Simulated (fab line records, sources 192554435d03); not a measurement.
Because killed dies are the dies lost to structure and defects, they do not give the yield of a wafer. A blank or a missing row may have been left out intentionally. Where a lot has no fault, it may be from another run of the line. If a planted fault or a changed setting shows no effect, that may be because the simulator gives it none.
fab line records    flow n5_finfet
record: lots: 5  wafers: 15  last_day: 18
route steps=1938 shown BEOL_M9@1459 BEOL_M10@1470 PASSIVATION@1936
lots untouched by any fault: they come from a run of this same line in which no faults occurred
start_h: hours from the record's first day to the start of the lot's first wafer shown    wait_h: hours since the lot's step before    " as in the row above    L1.1+2: several wafers, shown together as one row    - no value, or no start was given    * or withheld: withheld    < > ~ a bound
route shown NAME@n: NAME is a module with steps in the file, n the number in the route of the first one    usual: the fault-free wafers' mean and standard deviation    same: alike in all rows    chamber/n: place in a boat    sites: the reading at each site    _std_site: standard deviation across them    _edge_site: inner sites' mean taken away from outer sites' mean    radius_mm: how far each site lies from the wafer's centre    mask NAME#n: copy n    behind: tool/chamber where the wafer was last shaped    hold: why the lot went on hold/how many hours it stayed there/how the hold came to an end    device: transistor that didn't switch, given as n, p or np    end of line: the route-end tests of the same wafers    a step with no rows: only its recipe    killed: count of dies lost to structure and defects at first sort (not the wafer's yield)    map: per-die view of a wafer (x killed, . not killed, _ where there is no die)
set.NAME: the setting that was run; set.NAME@STEP: the one run at that earlier step    model.NAME: the simulator's own value behind a step, which no gauge read
a table for each step, a row for each wafer; lots at some steps of the route
services: from which hour (start_h, from the record's first day; less than 0 if before it) a tool's chamber was out of use, for how many hours, and why
== steps ==
step: N5_BEOL_M9_SURFACE_TREAT_79
recipe: gas: Ar  time_s: *  ion_energy_ev: *  ion_current_ma_cm2: 0.5  pressure_mtorr: *  ar_flow_sccm: 30
step: N5_BEOL_M9_CVD_78
recipe: material: Co  target_thk_a: 20  temp_c: withheld  precursor: CCTBA/H2  pressure_torr: 30  time_s: 138.9
step: N5_BEOL_M9_SPUTTER_48
recipe: material: Cu  target_thk_a: 120  temp_c: -20  bias_v: 60  power_w: 26000  chamber_pressure_pa: 0.13  time_s: 2
step: N5_BEOL_M9_ECD_50
recipe: material: Cu  target_thk_a: 3180
step: N5_BEOL_M9_ANNEAL_51
recipe: temp_c: 225  time_s: 90  ambient: N2
step: N5_BEOL_M9_CMP_52
recipe: stop_on: SiCOH_lowk  t_overpolish_s: 7  down_force_psi: 1  platen_rpm: 50  clearing_platen_down_force_psi: 1.5  clearing_platen_rpm: 50  post_cmp_clean: cu_alkaline  target_thk_nm: 140  clearing_platen_pad_velocity_m_s: 0.99484  pad_velocity_m_s: 0.99484
step: N5_BEOL_M9_PRE_CLEAN_55
recipe: gas: NH3  time_s: 15  temp_c: withheld  rf_power_w: 300
step: N5_BEOL_M9_DEP_56
recipe: material: SiCN  target_thk_a: 150  temp_c: withheld  precursor: 3MS/NH3  pressure_torr: 3  rf_w: 202  time_s: 26.5
step: N5_BEOL_M10_ILD_DEP_00
recipe: material: SiCOH_lowk  target_thk_a: 3085.1  temp_c: 300  precursor: DEMS/porogen  pressure_torr: 5  rf_w: 500  time_s: 58
step: N5_BEOL_M10_CURE_71
recipe: temp_c: 385  time_s: 240  ambient: He/Ar  material: SiCOH_lowk
usual: lamp_power_pct: 52.31/0.052  run_length_s: 286.2/1.3  wafer_temp_C_max: 386.6/0.68
lot.wafer  tool        chamber  start_h  wait_h  lamp_power_pct  run_length_s  wafer_temp_C_max  model.SiCOH_lowk_of_BEOL_M10_ILD_DEP_00.thk_nm
L711.2     uv_cure-03  2        237.99   0.3     52.28           285.6         387.1             267
L711.3     "           2        "        "       52.39           285.3         386.8             261.4
L711.4     "           2        "        "       52.28           285.6         386.8             268.2
L720.2     uv_cure-03  1        304.11   0.1     -               -             -                 306.4
L720.3     "           1        "        "       -               -             -                 311.8
L720.6     "           1        "        "       -               -             -                 310.2
L722.2     uv_cure-03  1        310.14   0.4     -               -             -                 306.2
L722.3     "           1        "        "       -               -             -                 307.4
L722.5     "           1        "        "       -               -             -                 306
L721.1     uv_cure-03  2        310.69   0.0     -               -             -                 307.2
L721.3     "           2        "        "       -               -             -                 310.2
L721.4     "           2        "        "       -               -             -                 311.2
L730.1     uv_cure-02  1        353.89   0.0     52.33           285.9         385.6             268.6
L730.4     "           1        "        "       52.17           286.5         385.8             269.4
L730.6     "           1        "        "       52.30           286.2         385.9             267.8
step: N5_BEOL_M10_THK_MEAS_01
recipe: reads: SiCOH_lowk_of_BEOL_M10_ILD_DEP_00
usual: M10_ILD_THK: 268/3
lot.wafer  tool           chamber  start_h  wait_h  M10_ILD_THK[nm]
L711.2     film_metro-01  -        238.42   0.4     267
L711.3     "              -        "        "       261
L711.4     "              -        "        "       268
L720.2     film_metro-01  -        304.54   0.4     306
L720.3     "              -        "        "       312
L720.6     "              -        "        "       310
L722.2     film_metro-01  -        310.57   0.4     306
L722.3     "              -        "        "       308
L722.5     "              -        "        "       306
L721.1     film_metro-01  -        311.21   0.4     307
L721.3     "              -        "        "       310
L721.4     "              -        "        "       311
L730.1     film_metro-02  -        354.40   0.4     269
L730.4     "              -        "        "       269
L730.6     "              -        "        "       268
step: N5_BEOL_M10_PECVD_70
recipe: material: SiO2  target_thk_a: 200  temp_c: 400  precursor: TEOS/O2  pressure_torr: 5.5  rf_w: 450  teos_flow_sccm: 53.8  gas: O2  flow_sccm: 3000  time_s: 22.7
step: N5_BEOL_M10_HM_DEP_02
recipe: material: TiN  target_thk_a: 200  temp_c: 25  chamber_pressure_pa: 0.49996
step: N5_BEOL_M10_COAT_59
recipe: resist: SOC  temp_c: 250  time_s: 60  spin_rpm: 1500  resist_thk_nm: 100
step: N5_BEOL_M10_COAT_60
recipe: resist: SiARC  temp_c: 220  time_s: 60  spin_rpm: 1500  resist_thk_nm: 30
step: N5_BEOL_M10_COAT_05
recipe: resist: CAR-ArF  spin_rpm: 1500  resist_thk_nm: 90
step: N5_BEOL_M10_EBR_07
recipe: solvent: PGMEA  ebr_width_mm: 1.5
step: N5_BEOL_M10_SOFTBAKE_06
recipe: temp_c: 110  time_s: 60  resist: CAR-ArF
step: N5_BEOL_M10_EXPOSE_08
recipe: mask_id: M10  na: 1.35  source_shape: dipole  sigma_inner: 0.411  sigma_outer: 0.611  polarization: te  dose_mj: 53.75
step: N5_BEOL_M10_PEB_09
recipe: peb_temp_c: withheld  peb_time_s: 60  resist: CAR-ArF
step: N5_BEOL_M10_DEVELOP_10
recipe: develop_time_s: 30  developer: TMAH  resist: CAR-ArF  rinse_liquid: diw  dry: air_spin  dev_temp_c: 23
step: N5_BEOL_M10_DESCUM_16
recipe: chemistry: O2  time_s: 7.9  source_power_w: 50  bias_power_w: 20  pressure_mtorr: 20  rf_frequency_hz: 2.712e+07  temp_c: 40  resist: CAR-ArF  o2_flow_sccm: 225
step: N5_BEOL_M10_ETCH_61
recipe: chemistry: CF4  target: SiARC  target_depth_a: 390  mask_material: CAR-ArF  time_s: 65  ion_energy_ev: 80  pressure_mtorr: 40  source_w: 545  bias_w: 36  Ar_flow_sccm: 100  cf4_flow_sccm: 100  ends: cleared
step: N5_BEOL_M10_ETCH_62
recipe: chemistry: N2/H2  target: SOC  target_depth_a: 1100  overetch_a: 220  mask_material: SiARC  temp_c: 40  time_s: 165  ion_energy_ev: 200  pressure_mtorr: 30  source_w: 840  bias_w: 150  n2_flow_sccm: 200  h2_flow_sccm: 200
step: N5_BEOL_M10_STRIP_68
recipe: chemistry: N2/H2  temp_c: 40  n2_flow_sccm: 200  h2_flow_sccm: 200  rf_frequency_hz: 6e+07
step: N5_BEOL_M10_STRIP_67
recipe: chemistry: CF4  resist: SiARC  power_w: 300  bias_power_w: 75  pressure_mtorr: 50  cf4_flow_sccm: 150  rf_frequency_hz: 6e+07
step: N5_BEOL_M10_HM_OPEN_17
recipe: chemistry: Cl2/BCl3  target_depth_a: 200  overetch_a: 60  target: TiN  mask_material: SOC  ion_energy_ev: 150  pressure_mtorr: 10  icp_w: 1000  bias_w: 126  Cl2_flow_sccm: 53.25  bcl3_flow_sccm: 21.75  Ar_flow_sccm: 25
step: N5_BEOL_M10_STRIP_19
recipe: chemistry: O2  power_w: 400  temp_c: 40  pressure_mtorr: 30  rf_frequency_hz: 6e+07  bias_power_w: 0  overash_fraction: 0.2  o2_flow_sccm: 225
step: N5_BEOL_M10_COAT_63
recipe: resist: SOC  temp_c: 250  time_s: 60  spin_rpm: 1500  resist_thk_nm: 100
step: N5_BEOL_M10_COAT_64
recipe: resist: SiARC  temp_c: 220  time_s: 60  spin_rpm: 1500  resist_thk_nm: 30
step: N5_BEOL_M10_COAT_22
recipe: resist: CAR-ArF  spin_rpm: 1500  resist_thk_nm: 90
step: N5_BEOL_M10_EBR_24
recipe: solvent: PGMEA  ebr_width_mm: 1.5
step: N5_BEOL_M10_SOFTBAKE_23
recipe: temp_c: 110  time_s: 60  resist: CAR-ArF
step: N5_BEOL_M10_EXPOSE_25
recipe: mask_id: V9  na: 1.35  source_shape: annular  sigma_inner: 0.5  sigma_outer: 0.8  polarization: unpolarized  dose_mj: 85.5
step: N5_BEOL_M10_PEB_26
recipe: peb_temp_c: withheld  peb_time_s: 60  resist: CAR-ArF
step: N5_BEOL_M10_CMP_52
recipe: stop_on: SiCOH_lowk  t_overpolish_s: 7  down_force_psi: 1  platen_rpm: 50  clearing_platen_down_force_psi: 1.5  clearing_platen_rpm: 50  post_cmp_clean: cu_alkaline  target_thk_nm: 140  clearing_platen_pad_velocity_m_s: 0.99484  pad_velocity_m_s: 0.99484
usual: motor_current_A: 6.1/0.52
lot.wafer  tool    chamber  start_h  wait_h  motor_current_A  model.SiCOH_lowk_of_BEOL_M10_ILD_DEP_00.thk_nm
L711.4     cmp-01  0        243.74   0.1     5.5              265.2
L711.3     "       1        "        "       5.3              258.4
L711.2     "       3        "        "       7.0              264
L720.2     cmp-02  3        312.39   0.3     6.1              303.4
L720.3     "       0        "        "       5.5              308.8
L720.6     "       3        "        "       6.5              307.2
L722.2     cmp-03  0        317.28   0.2     6.4              303.2
L722.3     "       1        "        "       6.2              304.4
L722.5     "       3        "        "       6.2              303
L721.1     cmp-03  2        317.73   0.3     6.2              304.2
L721.4     "       3        "        "       6.4              308.2
L721.3     "       0        "        "       6.5              307.2
L730.4     cmp-03  3        361.90   0.2     6.1              266.4
L730.1     "       1        "        "       6.6              265.6
L730.6     "       2        "        "       5.6              264.8
step: N5_PASSIVATION_PROBE_49
usual: defect_limited_yield: 91.2/1.6  killed_at_M0_to_M3: 34/11  killed_at_M4_up: 14/5.7  killed_at_contacts: 14/6.6  killed_at_front_end: 37/10  killed_at_other: 4/3.2  killed_dies: 104/19  killed_open: 69/13  killed_short: 33/8.7  sort_bin_4_leakage: 0.00/0.014  sort_bin_5_function: 5.1/1  sort_bin_6_memory: 3.3/0.76  sort_bin_8_speed: 0.00/0.016  sort_n_pass: 1076/19  sort_yield_pct: 91.2/1.6
same: gross_dies: 1180  killed_at_back_side: 0
lot.wafer  tool       chamber  start_h  wait_h  defect_limited_yield[%]  killed_at_M0_to_M3  killed_at_M4_up  killed_at_contacts  killed_at_front_end  killed_at_other  killed_dies  killed_open  killed_short  sort_bin_4_leakage[%]  sort_bin_5_function[%]  sort_bin_6_memory[%]  sort_bin_8_speed[%]  sort_n_pass  sort_yield_pct[%]
L711.2     prober-02  -        291.58   0.1     93.6                     30                  14               8                   22                   1                75           50           24            0                      3.8                     2.5                   0                    1105         93.6
L711.3     prober-02  -        291.63   0.1     92.6                     29                  14               19                  23                   2                87           62           25            0                      4.4                     2.5                   0                    1093         92.6
L711.4     prober-02  -        291.68   0.2     93.6                     28                  4                10                  32                   2                76           49           27            0                      3.9                     2.4                   0                    1104         93.6
L720.2     prober-02  -        360.57   0.1     90.5                     29                  15               14                  49                   5                112          68           44            0                      6.3                     2.7                   0                    1068         90.5
L720.3     prober-02  -        360.62   0.1     91.0                     27                  12               22                  42                   3                106          68           37            0                      5.8                     2.8                   0                    1074         91.0
L720.6     prober-02  -        360.77   0.3     88.2                     39                  13               37                  43                   7                139          88           51            0                      6.4                     4.8                   0                    1041         88.2
L722.2     prober-01  -        366.15   0.1     94.3                     21                  3                7                   34                   2                67           43           23            0                      2.9                     2.3                   0                    1113         94.3
L722.3     prober-01  -        366.20   0.1     92.0                     30                  8                15                  39                   2                94           67           27            0                      4.6                     3.1                   0                    1086         92.0
L722.5     prober-01  -        366.30   0.2     92.4                     32                  7                11                  36                   4                90           63           26            0                      4.5                     3.1                   0                    1090         92.4
L721.1     prober-02  -        366.69   0.0     89.4                     50                  12               14                  41                   8                125          87           35            0                      6.6                     3.8                   0                    1055         89.4
L721.3     prober-02  -        366.79   0.1     88.7                     59                  23               15                  31                   5                133          87           45            0                      6.2                     4.6                   0.08                 1047         88.7
L721.4     prober-02  -        366.84   0.2     87.2                     47                  12               21                  61                   10               151          101          48            0                      7.8                     4.7                   0                    1029         87.2
killed by level:class
L711.2 MOL_CONTACT_COAG:geometric_particle:open=6 BEOL_M0_SAQP:geometric_particle:open=6 BEOL_M2:geometric_particle:open=6 BEOL_M1:geometric_particle:open=5 STARTING-WAFER:geometric_particle:open=5 GATE_CUT:geometric_particle:short=4 BEOL_M0_SAQP:geometric_particle:short=4 BEOL_M3:geometric_particle:open=4
L711.3 MOL_CONTACT_COAG:geometric_particle:open=19 BEOL_M0_SAQP:geometric_particle:short=9 STI_FIN_REVEAL:geometric_particle:open=6 BEOL_M3:geometric_particle:open=6 BEOL_M0:geometric_particle:open=5 FIN_SAQP:geometric_particle:short=4 BEOL_M4:geometric_particle:open=4 FIN_SAQP:geometric_particle:open=3
L711.4 STI_FIN_REVEAL:geometric_particle:open=8 MOL_CONTACT_COAG:geometric_particle:open=8 BEOL_M1:geometric_particle:open=8 FIN_SAQP:geometric_particle:short=6 BEOL_M0_SAQP:geometric_particle:short=5 BEOL_M0:geometric_particle:open=5 GATE_CUT:geometric_particle:short=4 BEOL_M0:geometric_particle:short=4
L720.2 STI_FIN_REVEAL:geometric_particle:open=20 FIN_SAQP:geometric_particle:short=8 BEOL_M2:geometric_particle:open=8 MOL_CONTACT_COAG:geometric_particle:short=7 MOL_CONTACT_COAG:geometric_particle:open=7 BEOL_M0_SAQP:geometric_particle:short=6 FIN_SAQP:geometric_particle:open=5 STI_FIN_REVEAL:geometric_particle:short=5
L720.3 MOL_CONTACT_COAG:geometric_particle:open=15 BEOL_M3:geometric_particle:open=8 STI_FIN_REVEAL:geometric_particle:open=7 GATE_CUT:geometric_particle:open=7 MOL_CONTACT_COAG:geometric_particle:short=7 FIN_SAQP:geometric_particle:open=6 GATE_CUT:geometric_particle:short=6 BEOL_M0_SAQP:geometric_particle:short=5
L720.6 MOL_CONTACT_COAG:geometric_particle:open=34 BEOL_M0_SAQP:geometric_particle:short=15 BEOL_M0_SAQP:geometric_particle:open=14 STI_FIN_REVEAL:geometric_particle:open=8 GATE_CUT:geometric_particle:short=8 BEOL_M4:geometric_particle:open=7 FIN_SAQP:geometric_particle:short=5 FIN_SAQP:geometric_particle:open=4
L722.2 FIN_SAQP:geometric_particle:short=7 STI_FIN_REVEAL:geometric_particle:open=7 BEOL_M0_SAQP:geometric_particle:short=7 BEOL_M0_SAQP:geometric_particle:open=6 FIN_SAQP:geometric_particle:open=5 MOL_CONTACT_COAG:geometric_particle:open=5 DUMMY_GATE:geometric_particle:open=3 GATE_CUT:geometric_particle:open=3
L722.3 MOL_CONTACT_COAG:geometric_particle:open=11 STI_FIN_REVEAL:geometric_particle:open=10 BEOL_M1:geometric_particle:open=7 BEOL_M0_SAQP:geometric_particle:open=7 BEOL_M0_SAQP:geometric_particle:short=6 BEOL_M2:geometric_particle:open=6 FIN_SAQP:geometric_particle:open=5 MOL_CONTACT_COAG:geometric_particle:short=4
L722.5 MOL_CONTACT_COAG:geometric_particle:open=10 BEOL_M3:geometric_particle:open=9 FIN_SAQP:geometric_particle:open=7 BEOL_M1:geometric_particle:open=6 STI_FIN_REVEAL:geometric_particle:open=5 ILD0:geometric_particle:open=5 BEOL_M1:geometric_particle:short=5 STARTING-WAFER:geometric_particle:short=4
L721.1 MOL_CONTACT_COAG:geometric_particle:open=13 STI_FIN_REVEAL:geometric_particle:open=12 BEOL_M3:geometric_particle:open=12 BEOL_M0_SAQP:geometric_particle:open=10 BEOL_M0_SAQP:geometric_particle:short=9 BEOL_M4:geometric_particle:open=9 FIN_SAQP:geometric_particle:open=7 BEOL_M2:geometric_particle:open=6
L721.3 BEOL_M0_SAQP:geometric_particle:open=18 BEOL_M0_SAQP:geometric_particle:short=16 BEOL_M4:geometric_particle:open=15 MOL_CONTACT_COAG:geometric_particle:open=12 STI_FIN_REVEAL:geometric_particle:open=7 FIN_SAQP:geometric_particle:short=6 BEOL_M2:geometric_particle:open=6 BEOL_M3:geometric_particle:open=6
L721.4 MOL_CONTACT_COAG:geometric_particle:open=19 BEOL_M0_SAQP:geometric_particle:open=13 BEOL_M1:geometric_particle:open=13 GATE_CUT:geometric_particle:open=9 FIN_SAQP:geometric_particle:open=8 STI_FIN_REVEAL:geometric_particle:open=8 BEOL_M4:geometric_particle:open=8 BEOL_M1:geometric_particle:short=7
== services ==
tool        chamber  start_h  hours  kind
cmp-03      -        220.94   0.8    repair
cmp-03      -        233.89   0.3    repair
cmp-02      -        237.89   4.0    pm
cmp-02      -        245.71   4.2    repair
uv_cure-03  -        246.60   2.1    pm
uv_cure-03  -        255.96   7.5    pm
cmp-03      -        259.78   4.0    pm
uv_cure-02  -        270.70   6.3    repair
cmp-02      -        283.57   2.2    repair
cmp-01      -        287.77   0.5    repair
cmp-01      -        288.30   5.9    pm
cmp-02      -        298.87   3.1    repair
cmp-01      -        302.33   2.0    repair
uv_cure-02  -        310.48   1.0    pm
cmp-03      -        311.07   5.7    pm
cmp-01      -        312.15   4.0    pm
cmp-02      -        320.60   7.2    pm
cmp-03      -        324.47   1.2    repair
uv_cure-03  -        330.67   7.5    pm
cmp-02      -        334.81   0.5    repair
cmp-03      -        338.28   3.1    repair
uv_cure-02  -        339.23   7.5    pm
cmp-02      -        341.57   5.1    pm
uv_cure-03  -        359.57   2.8    pm
== key ==
first_sign: step: N5_BEOL_M10_CURE_71  reading: tool_record  direction: missing
effect: step: N5_BEOL_M10_THK_MEAS_01  reading: M10_ILD_THK  direction: up  sigmas: 13  usual: 268  struck: 309
model_effect: step: N5_BEOL_M10_CURE_71  value: SiCOH_lowk_of_BEOL_M10_ILD_DEP_00.thk_nm  without: 268  struck: 308.5
model_effect: step: N5_BEOL_M10_CMP_52  value: SiCOH_lowk_of_BEOL_M10_ILD_DEP_00.thk_nm  without: 265  struck: 305.5
met_at N5_BEOL_M10_CURE_71
struck_wafers L720.2,L720.3,L720.6,L721.1,L721.3,L721.4,L722.2,L722.3,L722.5
onset_between 237.99 304.11
fault: kind: skipped_step_whole  tool: uv_cure-03  chamber: -  onset_h: 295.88  steps: N5_BEOL_M10_CURE_71  scope: struck_lots_only
